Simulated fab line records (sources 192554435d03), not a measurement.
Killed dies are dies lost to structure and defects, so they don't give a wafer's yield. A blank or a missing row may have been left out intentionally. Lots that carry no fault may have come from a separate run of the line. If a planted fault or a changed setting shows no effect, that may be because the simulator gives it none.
Matching of chambers | flow n5_finfet | N5_HKMG_FIN_ETCH_35 on rie_diel-05: 4 sister chambers
The step etches SOC in N2/H2, target depth 215.8 nm, time 243.4 s. 7 wafers are shown with their chamber, then 8 later ones without.

== WAFERS, EACH WITH ITS CHAMBER ==
wafer  | chamber | showerhead_plenum_p_Torr (Torr) | drypump_motor_current_A (A)
L076.5 | 0       | 2.45                            | 6.5
L083.5 | 3       | 2.61                            | 5.6
L083.6 | 0       | 2.44                            | 6.4
L089.1 | 3       | 2.60                            | 5.5
L089.2 | 2       | 2.69                            | 5.2
L089.3 | 1       | 2.60                            | 5.1
L094.2 | 1       | 2.59                            | 5.1

== WAFERS WITH NO CHAMBER GIVEN ==
wafer  | showerhead_plenum_p_Torr (Torr) | drypump_motor_current_A (A)
L094.3 | 2.43                            | 6.4
L094.6 | 2.59                            | 5.5
L092.4 | 2.59                            | 5.6
L092.5 | 2.59                            | 5.1
L092.6 | 2.43                            | 6.4
L096.1 | 2.68                            | 5.2
L096.3 | 2.43                            | 6.5
L096.5 | 2.43                            | 6.5

== WHICH CHAMBER EACH WENT THROUGH ==
wafer  | from the rows above | in truth
L094.3 | 0                   | 0
L094.6 | 3                   | 3
L092.4 | 3                   | 3
L092.5 | 1                   | 1
L092.6 | 0                   | 0
L096.1 | 2                   | 2
L096.3 | 0                   | 0
L096.5 | 0                   | 0
Correctly placed: 8 of 8. From these rows, 0 cannot be placed. Number placed wrongly: 0.
How it was worked out, from the rows above alone: a wafer's distance from a chamber is the root of the sum, over the readings, of the square of ((its reading less the chamber's mean) divided by the reading's scatter). The wafer belongs to the nearest chamber; if the next one is less than 2 further off, it can't be placed. A chamber's mean is the mean of its shown wafers. The scatter: take each reading less its chamber's mean, square it, sum over the shown wafers, divide by the number of wafers less the number of chambers, and take the root.
